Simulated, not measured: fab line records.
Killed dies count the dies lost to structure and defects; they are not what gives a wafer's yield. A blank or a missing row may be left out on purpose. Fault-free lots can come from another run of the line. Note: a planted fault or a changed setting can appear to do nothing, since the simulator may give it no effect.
Which of the tools did it? | flow n5_finfet | Sampling: 8 lots, 24 wafers, 5 of 1938 route steps

== WHAT THE GAUGES SHOWED, per wafer ==
N5_FIN_CUT_INSPECT_10: inspects for defects (brightfield).
lot  | measured    | on                | raw_defect_count
L797 | day 2 05:08 | defect_inspect-01 | 61 79 74
L801 | day 3 03:58 | defect_inspect-01 | 39 37 39
L809 | day 5 02:58 | defect_inspect-01 | 736 30 31
L813 | day 6 02:28 | defect_inspect-01 | 59 67 49
L814 | day 6 08:19 | defect_inspect-02 | 29 49 41
L815 | day 6 14:17 | defect_inspect-01 | 84 79 70
L819 | day 7 15:20 | defect_inspect-01 | 47 21 40
L820 | day 7 20:44 | defect_inspect-01 | 51 48 65

== TOOL THAT RAN EACH LOT (tool first, then ch and the chambers of the sampled wafers, then the start) ==
lot  | N5_FIN_SAQP_ETCH_65             | N5_FIN_SAQP_ETCH_67               | N5_FIN_SAQP_STRIP_70              | N5_FIN_SAQP_RECESS_71
L797 | rie_si-02 ch 0,1,2, day 2 00:41 | rie_diel-01 ch 2,3, day 2 01:22   | rie_diel-01 ch 2,3, day 2 01:25   | vapor_etch-01 ch 0,1, day 2 01:28
L801 | rie_si-02 ch 0,1,3, day 3 01:25 | rie_diel-03 ch 0,1,2, day 3 02:03 | rie_diel-03 ch 0,1,2, day 3 02:05 | vapor_etch-01 ch 0,1, day 3 02:09
L809 | rie_si-02 ch 0,1,3, day 5 00:13 | rie_diel-03 ch 0,2,3, day 5 00:50 | rie_diel-03 ch 0,2,3, day 5 00:53 | vapor_etch-02 ch 0,1, day 5 01:12
L813 | rie_si-05 ch 0,3, day 5 23:58   | rie_diel-06 ch 0,3, day 6 00:35   | rie_diel-06 ch 0,3, day 6 00:38   | vapor_etch-02 ch 0,1, day 6 00:41
L814 | rie_si-02 ch 1,2,3, day 6 05:44 | rie_diel-01 ch 0,2,3, day 6 06:26 | rie_diel-01 ch 0,2,3, day 6 06:28 | vapor_etch-02 ch 0,1, day 6 06:32
L815 | rie_si-03 ch 1,2,3, day 6 11:49 | rie_diel-01 ch 0,1, day 6 12:26   | rie_diel-01 ch 0,1, day 6 12:28   | vapor_etch-02 ch 0,1, day 6 12:32
L819 | rie_si-02 ch 1,2,3, day 7 12:19 | rie_diel-06 ch 0,1,3, day 7 12:59 | rie_diel-06 ch 0,1,3, day 7 13:02 | vapor_etch-01 ch 0,1, day 7 13:05
L820 | rie_si-05 ch 0,1,3, day 7 18:14 | rie_diel-01 ch 1,2,3, day 7 18:52 | rie_diel-01 ch 1,2,3, day 7 18:54 | vapor_etch-02 ch 0,1, day 7 18:58
- N5_FIN_SAQP_ETCH_65: etches SiO2 in CF4, target depth 4 nm, time 4.4 s.
- N5_FIN_SAQP_ETCH_67: etches SiNx in CH3F/O2, target depth 30 nm.
- N5_FIN_SAQP_STRIP_70: strips in N2/H2.
- N5_FIN_SAQP_RECESS_71: chemistry HF/NH3, target SiO2, target depth 3 nm, afs cycles 1, sublimation time 60 s.

== THE ANSWER, worked out from the rows above alone ==
Rule: the usual values come from the lots themselves. Put in order of their means at a reading, lots are off if they are a third of the lots or fewer, leave a main group of 4 or more, and stand apart from it by a gap of 3 or more times the standard deviation of the main group's means; of several such gaps the widest counts. A main group is skipped when, at the precision printed for the reading in the tables above, its means are all equal. Also off: a lot with no number at a reading for which 4 or more lots have one. The other lots that the step has rows for count as sound.
Off: L809 (N5_FIN_CUT_INSPECT_10, raw_defect_count). Main group: mean 54, sd 15.
If a tool, at a process step before that reading, ran all the lots that are off and no sound lot after the first of them, it fits. The gauges at N5_FIN_CUT_INSPECT_10 are tried like those tools. One candidate fits, namely rie_diel-03 at N5_FIN_SAQP_ETCH_67 and N5_FIN_SAQP_STRIP_70. At N5_FIN_SAQP_ETCH_67 its last sound lot is L801 (day 3 02:03), its first lot that is off L809 (day 5 00:50): a fault that began between those two fits.

== WHAT HAD BEEN PUT IN BY THE SIMULATOR ==
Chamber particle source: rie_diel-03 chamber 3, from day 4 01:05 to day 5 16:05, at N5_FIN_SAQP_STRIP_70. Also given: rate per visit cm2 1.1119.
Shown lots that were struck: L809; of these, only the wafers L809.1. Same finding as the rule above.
